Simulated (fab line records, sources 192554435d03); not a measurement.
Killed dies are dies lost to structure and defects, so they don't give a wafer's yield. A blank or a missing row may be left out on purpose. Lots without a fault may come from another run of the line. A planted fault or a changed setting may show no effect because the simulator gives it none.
Chamber matching | flow n5_finfet | N5_FIN_SAQP_HM_OPEN_73 on rie_diel-02: 4 sister chambers
The step chemistry CHF3/O2, target SiO2, stops on a-Si, target depth 12 nm, time 16.8 s. 4 wafers are shown with their chamber, then 11 later ones without.

WAFERS WITH THEIR CHAMBER
wafer  | chamber | drypump_motor_current_A (A)
L084.1 | 3       | 5.1
L092.4 | 1       | 6.2
L092.5 | 2       | 5.8
L093.1 | 0       | 5.2

WAFERS WITHOUT THEIR CHAMBER
wafer  | drypump_motor_current_A (A)
L093.4 | 6.2
L093.6 | 5.2
L095.3 | 5.2
L095.5 | 5.2
L095.6 | 5.1
L096.1 | 5.7
L096.4 | 6.1
L096.5 | 5.1
L097.3 | 5.1
L097.4 | 6.1
L097.5 | 5.1

WHICH CHAMBER EACH WENT THROUGH
wafer  | from the rows above     | in truth
L093.4 | 1                       | 1
L093.6 | can't be placed: 0 or 3 | 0
L095.3 | can't be placed: 0 or 3 | 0
L095.5 | can't be placed: 0 or 3 | 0
L095.6 | can't be placed: 3 or 0 | 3
L096.1 | 2                       | 2
L096.4 | 1                       | 1
L096.5 | can't be placed: 3 or 0 | 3
L097.3 | can't be placed: 3 or 0 | 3
L097.4 | 1                       | 1
L097.5 | can't be placed: 3 or 0 | 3
Placed correctly: 4 of 11. Can't be placed from these rows: 7 (the true chamber is among the candidates in 7). Placed wrongly: 0.
How it was worked out, from the rows above alone: a wafer's distance from a chamber is the root of the sum, over the readings, of the square of ((its reading less the chamber's mean) divided by the reading's scatter). The wafer belongs to the nearest chamber; if the next one is less than 2 further off, it can't be placed. A chamber's mean is the mean of its shown wafers. The scatter: with one shown wafer a chamber, the root of the mean of the squares of how far each hidden wafer lies from its nearest shown one.
